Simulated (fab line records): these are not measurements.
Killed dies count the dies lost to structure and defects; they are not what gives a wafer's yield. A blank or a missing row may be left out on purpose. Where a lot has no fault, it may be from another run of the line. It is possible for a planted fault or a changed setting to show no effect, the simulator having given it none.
fab line records	flow n5Finfet
record lots=8	wafers=24	lastDay=18
route steps=1938 shown PMOS_HMC_CHANNEL_EPI@70 BEOL_M4@1111
lots with no fault: from the same line, run without faults
startH: start of the lot's first displayed wafer, in hours after the record's first day	waitH: hours from the lot's prior step to this one	" identical to the entry in the row above	L1.1+2: several wafers, shown together as one row	- no value, or no start was given	* or withheld: withheld	< > ~ a bound
route shown NAME@n: NAME is a module with steps in the file, n the number in the route of the first one	usual: mean/standard deviation taken from wafers without a fault	same: alike in all rows	chamber/n: place in a boat	sites: per-site readings	_std_site: standard deviation across them	_edge_site: the outer-site mean with the inner-site mean subtracted	radiusMm: for every site, how far away it sits from the centre of the wafer	mask NAME#n: copy n	behind: the most recent tool/chamber to have shaped the wafer	hold: the reason the lot was held/the length of the hold in hours/how it ended	device: the transistor (n, p or np) that didn't switch	end of line: at the end of the route, the tests of the same wafers	a step without rows: its recipe alone	killed: at the first sort, the dies lost to defects and structure; wafer yield is something else	map: shows each die of a wafer: x if killed, . if not, _ if none is there
set.NAME: the run value of the setting; set.NAME@STEP: its run value at that earlier step	model.NAME: the simulator's own value behind a step, which no gauge read
the route's steps for a sample of lots (tables are steps, rows are wafers)
services: the hour from which a tool's chamber was out of use, counted from the record's first day as startH (under 0 if before that day), plus the number of hours and why
## steps
# step N5_PMOS_HMC_CHANNEL_EPI_HM_OPEN_15
# recipe chemistry=CHF3/O2	target=SiO2	maskMaterial=CAR-ArF-block	targetDepthA=406	CHF3_flow_sccm=50	O2_flow_sccm=5	Ar_flow_sccm=200	timeS=20.3	pressureMtorr=30	sourceW=650	biasW=170	ionEnergyEv=200
# usual biasW=170.0/0.53	drypumpMotorCurrentA=5.6/0.42	mfcArSccm=200.0/0.59	oesProductAu=0.82/0.1	rfVppV=525/5.9	showerheadPlenumPTorr=2.43/0.091	throttleValvePct=18.91/0.23
lot.wafer	tool	chamber	startH	waitH	biasW	drypumpMotorCurrentA	mfcArSccm	oesProductAu	rfHoursCounterH	rfVppV	showerheadPlenumPTorr	throttleValvePct
L678.2	rieDiel-04	0	47.66	0.0	170.5	5.8	200.1	0.71	205	537	2.49	19.08
L678.4	"	1	"	"	169.9	5.7	200.6	0.88	39	528	2.35	18.49
L678.5	"	1	"	"	169.4	5.7	200.2	0.88	-	528	2.35	18.49
L682.2	rieDiel-03	3	71.34	0.0	170.6	4.7	199.5	0.91	19	523	2.36	19.01
L682.5	"	2	"	"	169.8	5.4	199.8	0.86	-	520	2.54	19.10
L682.6	"	1	"	"	169.9	5.9	200.3	0.94	-	522	2.47	18.76
L686.1	rieDiel-01	0	95.01	0.0	169.5	5.1	199.7	0.90	27	526	2.56	18.83
L686.3	"	1	"	"	169.9	6.0	199.9	0.93	4	532	2.56	18.35
L686.5	"	1	"	"	169.7	6.0	199.9	0.94	-	533	2.56	18.36
L691.2	rieDiel-01	2	125.80	0.0	170.3	5.5	200.5	0.71	231	524	2.39	19.08
L691.3	"	1	"	"	170.5	5.9	198.5	0.91	15	531	2.56	18.37
L691.5	"	2	"	"	169.5	5.6	200.6	0.70	-	524	2.39	19.08
L692.1	rieDiel-04	2	131.58	0.0	169.6	5.8	199.6	0.70	213	523	2.49	19.15
L692.3	"	0	"	"	169.9	5.8	199.9	0.69	229	538	2.48	19.11
L692.6	"	1	"	"	170.1	5.7	200.8	0.84	-	528	2.35	18.52
L694.3	rieDiel-03	2	143.59	0.0	171.0	5.4	200.1	0.84	73	520	2.54	19.13
L694.4	"	0	"	"	170.2	5.2	200.7	0.71	224	515	2.29	19.17
L694.5	"	0	"	"	170.3	5.2	199.8	0.71	-	515	2.29	19.18
L695.3	rieDiel-04	2	149.67	0.0	169.8	5.8	200.3	0.69	218	523	2.48	19.15
L695.4	"	1	"	"	169.9	5.7	199.9	0.85	61	528	2.34	18.53
L695.5	"	1	"	"	169.6	5.7	199.7	0.84	-	528	2.34	18.54
L696.1	rieDiel-04	2	155.84	0.0	170.1	5.8	199.4	0.69	220	521	2.48	19.14
L696.2	"	3	"	"	170.0	6.5	199.8	0.71	207	518	2.30	19.00
L696.3	"	1	"	"	168.8	5.7	200.2	0.85	63	529	2.34	18.51
# step N5_PMOS_HMC_CHANNEL_EPI_FIN_RECESS_16
# recipe chemistry=HBr/Cl2	target=Si	maskMaterial=SiO2	targetDepthA=540	timeS=18	pressureMtorr=10	icpW=800	biasW=75	HBr_flow_sccm=150	Cl2_flow_sccm=80
# usual biasW=75.00/0.22	drypumpMotorCurrentA=5.6/0.38	oesProductAu=0.995/0.012	throttleValvePct=35.54/0.25
lot.wafer	tool	chamber	startH	waitH	biasW	drypumpMotorCurrentA	oesProductAu	rfHoursCounterH	throttleValvePct
L678.2	rieSi-02	2	48.04	0.0	75.10	5.5	0.985	120	35.86
L678.4	"	3	"	"	75.29	5.9	1.006	33	35.11
L678.5	"	1	"	"	75.00	5.5	1.000	-	35.34
L682.2	rieSi-02	3	71.72	0.0	74.81	5.9	1.015	34	35.09
L682.5	"	1	"	"	74.96	5.5	1.007	-	35.33
L682.6	"	2	"	"	75.18	5.5	0.989	-	35.88
L686.1	rieSi-04	2	95.41	0.0	74.86	5.4	0.992	7	35.62
L686.3	"	3	"	"	74.97	5.7	0.983	121	35.52
L686.5	"	1	"	"	75.20	4.9	0.982	-	35.57
L691.2	rieSi-04	1	126.18	0.0	75.42	4.9	0.979	145	35.59
L691.3	"	0	"	"	75.49	5.7	0.985	159	35.82
L691.5	"	1	"	"	75.05	4.9	0.993	-	35.57
L692.1	rieSi-04	1	131.96	0.0	74.96	4.9	0.974	145	35.58
L692.3	"	2	"	"	74.86	5.4	0.998	8	35.61
L692.6	"	0	"	"	75.22	5.8	0.990	-	35.83
L694.3	rieSi-04	3	143.99	0.0	74.90	5.7	0.988	122	35.54
L694.4	"	1	"	"	75.00	4.9	0.983	145	35.60
L694.5	"	2	"	"	74.95	5.4	0.998	-	35.62
L695.3	rieSi-02	2	150.05	0.0	74.92	5.6	0.997	122	35.87
L695.4	"	3	"	"	75.34	5.9	1.010	35	35.07
L695.5	"	3	"	"	75.14	5.9	1.016	-	35.08
L696.1	rieSi-06	2	156.46	0.0	74.50	5.5	1.015	8	35.83
L696.2	"	0	"	"	74.97	5.9	0.982	190	35.34
L696.3	"	1	"	"	75.04	5.6	1.013	4	35.15
# step N5_PMOS_HMC_CHANNEL_EPI_THK_MEAS_22
# recipe reads=SiGe30_of_PMOS_HMC_CHANNEL_EPI_EPI_20
# usual HMC_CMP_THK=53.9/0.62
lot.wafer	tool	chamber	startH	waitH	HMC_CMP_THK[nm]
L678.2	filmMetro-01	-	49.84	-	53.2
L678.4	"	-	"	"	54.0
L678.5	"	-	"	"	54.2
L682.2	filmMetro-01	-	73.52	-	57.9
L682.5	"	-	"	"	55.0
L682.6	"	-	"	"	56.6
L686.1	filmMetro-01	-	97.22	-	53.5
L686.3	"	-	"	"	54.4
L686.5	"	-	"	"	53.1
L691.2	filmMetro-01	-	127.98	-	53.0
L691.3	"	-	"	"	54.6
L691.5	"	-	"	"	53.8
L692.1	filmMetro-01	-	133.76	-	52.7
L692.3	"	-	"	"	54.3
L692.6	"	-	"	"	54.0
L694.3	filmMetro-01	-	146.20	-	54.2
L694.4	"	-	"	"	53.0
L694.5	"	-	"	"	54.0
L695.3	filmMetro-01	-	151.94	-	53.5
L695.4	"	-	"	"	54.0
L695.5	"	-	"	"	54.1
L696.1	filmMetro-02	-	158.67	-	54.3
L696.2	"	-	"	"	54.1
L696.3	"	-	"	"	54.3
# step N5_PMOS_HMC_CHANNEL_EPI_EPI_26
# recipe material=Si	targetThkA=38	tempC=650	precursor=SiH4/H2	pressureTorr=20	timeS=22.7
# usual lampInnerPct=14.4/0.69	susceptor_temp_C_max=651.4/0.51	throttleValvePct=11.1/0.39
lot.wafer	tool	chamber	startH	waitH	lampInnerPct	susceptor_temp_C_max	throttleValvePct
L678.2	epiRpcvd-04	0	50.00	0.1	15.4	651.4	11.7
L678.4	"	0	"	"	15.3	651.0	11.9
L678.5	"	0	"	"	15.3	651.3	11.7
L682.2	epiRpcvd-01	0	73.70	0.1	14.4	651.6	11.1
L682.5	"	0	"	"	14.4	652.1	11.1
L682.6	"	0	"	"	14.5	652.1	10.8
L686.1	epiRpcvd-02	0	97.32	0.0	13.8	650.9	10.7
L686.3	"	0	"	"	13.5	651.3	10.6
L686.5	"	0	"	"	13.7	650.7	10.8
L691.2	epiRpcvd-04	0	128.14	0.1	15.2	651.1	11.6
L691.3	"	0	"	"	15.1	651.3	11.6
L691.5	"	0	"	"	15.2	650.8	12.0
L692.1	epiRpcvd-01	0	133.87	0.0	14.4	651.3	11.2
L692.3	"	0	"	"	14.3	652.2	11.3
L692.6	"	0	"	"	14.5	651.9	11.2
L694.3	epiRpcvd-04	0	146.44	0.2	15.1	650.2	11.5
L694.4	"	0	"	"	15.2	651.3	11.7
L694.5	"	0	"	"	15.4	651.2	11.7
L695.3	epiRpcvd-02	0	152.15	0.1	13.4	651.3	10.5
L695.4	"	0	"	"	13.6	651.2	10.8
L695.5	"	0	"	"	13.5	651.6	10.6
L696.1	epiRpcvd-02	0	158.78	0.0	13.5	651.0	10.8
L696.2	"	0	"	"	13.5	651.3	10.7
L696.3	"	0	"	"	13.6	651.1	10.7
# step N5_PMOS_HMC_CHANNEL_EPI_INSPECT_30
# recipe inspectInstrument=darkfield	mode=postEpi
# usual rawDefectCount=18/5.8
lot.wafer	tool	chamber	startH	waitH	rawDefectCount
L678.2	defectInspect-02	-	50.32	0.0	9
L678.4	"	-	"	"	13
L678.5	"	-	"	"	20
L682.2	defectInspect-01	-	74.10	0.0	24
L682.5	"	-	"	"	26
L682.6	"	-	"	"	16
L686.1	defectInspect-02	-	97.69	0.0	18
L686.3	"	-	"	"	18
L686.5	"	-	"	"	16
L691.2	defectInspect-01	-	128.46	0.0	25
L691.3	"	-	"	"	17
L691.5	"	-	"	"	19
L692.1	defectInspect-02	-	134.24	0.0	11
L692.3	"	-	"	"	14
L692.6	"	-	"	"	21
L694.3	defectInspect-02	-	146.78	0.0	17
L694.4	"	-	"	"	7
L694.5	"	-	"	"	12
L695.3	defectInspect-01	-	152.44	0.0	20
L695.4	"	-	"	"	19
L695.5	"	-	"	"	9
L696.1	defectInspect-02	-	159.17	0.0	13
L696.2	"	-	"	"	10
L696.3	"	-	"	"	13
# step N5_BEOL_M4_RC_MEAS_101
# usual CJ_P=5.81/0.14	DIBL_N=36.4/1.3	DIBL_P=36.5/1.7	IOFF_N=0.154/0.022	IOFF_P=0.202/0.025	ION_N=671/9.8	ION_P=460/6.8	SS_N=71.6/0.54	SS_P=73.4/0.58	VT_N=250.9/2.8	VT_P=-251.4/2.7
lot.wafer	tool	chamber	startH	waitH	CJ_P	DIBL_N[mV/V]	DIBL_P[mV/V]	IOFF_N[nA/um]	IOFF_P[nA/um]	ION_N[uA/um]	ION_P[uA/um]	SS_N[mV/dec]	SS_P[mV/dec]	VT_N[mV]	VT_P[mV]
L678.2	prober-02	0	194.46	0.2	5.86	36.6	37.2	0.147	0.204	679	463	72.0	73.4	249.0	-249.7
L678.4	"	0	"	"	5.79	36.0	36.3	0.145	0.201	694	469	71.6	72.9	250.9	-250.8
L678.5	"	0	"	"	5.62	35.3	35.5	0.134	0.183	665	460	71.7	73.3	251.9	-252.3
L682.2	prober-01	0	224.39	0.2	4.71	36.8	37.9	0.163	0.215	674	461	71.6	73.3	249.0	-249.2
L682.5	"	0	"	"	5.57	34.7	35.0	0.129	0.174	655	453	71.5	73.2	253.7	-253.0
L682.6	"	0	"	"	5.37	35.9	36.8	0.149	0.202	672	469	71.7	73.3	250.0	-249.6
L686.1	prober-02	0	230.72	0.0	5.97	36.2	36.7	0.164	0.205	681	464	71.7	72.6	250.9	-250.8
L686.3	"	0	"	"	5.71	35.1	35.4	0.143	0.187	671	459	71.8	72.5	252.5	-251.6
L686.5	"	0	"	"	5.96	34.2	33.9	0.132	0.176	671	458	71.3	72.5	251.3	-253.4
L691.2	prober-02	0	270.59	0.2	5.85	38.0	37.3	0.181	0.232	661	451	72.6	73.1	249.9	-248.6
L691.3	"	0	"	"	5.69	37.6	37.1	0.163	0.225	672	461	72.0	73.5	252.3	-251.1
L691.5	"	0	"	"	5.94	37.0	36.4	0.157	0.221	671	463	71.7	73.4	250.5	-250.3
L692.1	prober-01	0	282.60	0.0	6.12	35.8	35.5	0.135	0.225	662	466	70.9	73.0	253.4	-250.0
L692.3	"	0	"	"	5.80	38.0	37.1	0.161	0.260	656	461	72.7	73.9	249.9	-247.8
L692.6	"	0	"	"	5.89	36.2	35.9	0.139	0.243	655	458	71.7	73.3	252.5	-245.9
L694.3	prober-02	0	287.61	0.3	5.93	38.7	40.7	0.203	0.250	671	462	73.0	74.1	248.8	-248.9
L694.4	"	0	"	"	6.07	37.7	40.3	0.184	0.238	675	457	72.1	74.4	249.9	-249.7
L694.5	"	0	"	"	5.96	38.3	41.4	0.213	0.267	679	461	72.4	73.9	248.1	-247.8
L696.1	prober-01	0	305.59	0.0	5.71	36.1	37.4	0.157	0.192	677	453	71.5	73.3	247.4	-252.0
L696.2	"	0	"	"	5.79	37.4	38.9	0.189	0.220	685	465	71.6	74.2	245.6	-250.3
L696.3	"	0	"	"	5.68	37.3	38.9	0.187	0.211	669	455	71.8	73.7	248.7	-251.6
L695.3	prober-01	0	310.98	0.3	5.90	34.7	34.7	0.130	0.191	662	459	71.6	72.5	253.3	-251.2
L695.4	"	0	"	"	5.76	35.0	35.3	0.134	0.199	679	466	70.6	72.7	251.0	-248.1
L695.5	"	0	"	"	5.67	35.2	36.0	0.145	0.215	672	464	71.2	72.4	250.8	-249.1
## services
tool	chamber	startH	hours	kind
rieDiel-01	3	44.83	2.5	repair
rieDiel-01	1	58.19	-	clean
rieDiel-01	1	58.19	-	consumableReplace:focusRing
rieDiel-01	1	58.19	-	consumableReplace:showerhead
rieDiel-01	1	58.19	20.9	scheduledDown
rieDiel-01	1	58.19	20.9	ventCycle
rieDiel-04	1	89.19	5.1	repair
rieDiel-01	0	102.36	22.0	repair
epiRpcvd-02	-	104.08	27.2	pm
rieDiel-04	1	105.96	14.5	repair
rieDiel-04	3	120.72	9.8	repair
rieSi-04	-	133.87	0.3	repair
rieSi-06	3	134.24	2.9	repair
rieDiel-03	2	147.89	8.5	repair
rieDiel-04	-	150.63	0.2	repair
epiRpcvd-04	-	158.23	6.0	pm
## key
firstSign step=N5_PMOS_HMC_CHANNEL_EPI_THK_MEAS_22	reading=HMC_CMP_THK	direction=up	sigmas=5.4	usual=53.9	struck=57.2
effect step=N5_BEOL_M4_RC_MEAS_101	reading=CJ_P	direction=down	sigmas=5.5	usual=5.81	struck=5.04
metAt N5_PMOS_HMC_CHANNEL_EPI_FIN_RECESS_16
struckLots L682
struckWafers L682.2,L682.6
notActingAt N5_PMOS_HMC_CHANNEL_EPI_HM_OPEN_15,N5_PMOS_HMC_CHANNEL_EPI_EPI_26,N5_PMOS_HMC_CHANNEL_EPI_INSPECT_30
onsetBetween 48.04 71.72
fault kind=processParameterDrift	tool=rieSi-02	chamber=-	onsetH=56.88	steps=N5_PMOS_HMC_CHANNEL_EPI_FIN_RECESS_16	channel=timeS	offset=*	shape=step	endH=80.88	scope=struckWafersOnly	actsIn=*	stated=*
